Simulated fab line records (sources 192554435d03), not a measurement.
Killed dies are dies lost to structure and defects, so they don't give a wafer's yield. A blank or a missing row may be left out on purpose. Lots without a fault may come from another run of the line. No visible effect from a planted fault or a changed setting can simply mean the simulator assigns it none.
Matching of chambers -- flow n5-finfet -- N5_BEOL_M14_TRENCH_ETCH_34 on rie-diel-06: 4 sister chambers
The step etches SiO2 in C4F8/O2/Ar, target depth 556.65 nm, time 126.9 s. 8 wafers are shown with their chamber, then 9 later ones without.

## EACH WAFER AND ITS CHAMBER
wafer,chamber,rf-vpp-V (V),drypump-motor-current-A (A)
L079.5,1,2269,5.6
L083.6,3,2214,4.8
L084.1,0,2149,4.8
L084.2,2,2166,5.3
L084.4,1,2270,5.6
L089.1,2,2165,5.3
L089.2,0,2148,4.8
L089.6,3,2214,4.9

## WAFERS MISSING THEIR CHAMBER
wafer,rf-vpp-V (V),drypump-motor-current-A (A)
L090.1,2165,5.3
L090.4,2212,4.9
L090.5,2165,5.3
L093.3,2267,5.6
L093.4,2267,5.6
L093.6,2146,4.8
L094.1,2267,5.6
L094.4,2147,4.8
L094.5,2267,5.6

## CHAMBER TAKEN BY EACH
wafer,from the rows above,in truth
L090.1,2,2
L090.4,3,3
L090.5,2,2
L093.3,1,1
L093.4,1,1
L093.6,0,0
L094.1,1,1
L094.4,0,0
L094.5,1,1
Correct placement for 9 of the 9. Not placeable from these rows: 0. Placed wrongly: 0.
How it was worked out, from the rows above alone: a wafer's distance from a chamber is the root of the sum, over the readings, of the square of ((its reading less the chamber's mean) divided by the reading's scatter). The wafer belongs to the nearest chamber; if the next one is less than 2 further off, it can't be placed. The mean given for a chamber averages the wafers shown for that chamber. The scatter is the square root of a quotient: the sum, over the shown wafers, of each reading's squared deviation from its chamber's mean, divided by wafers minus chambers.
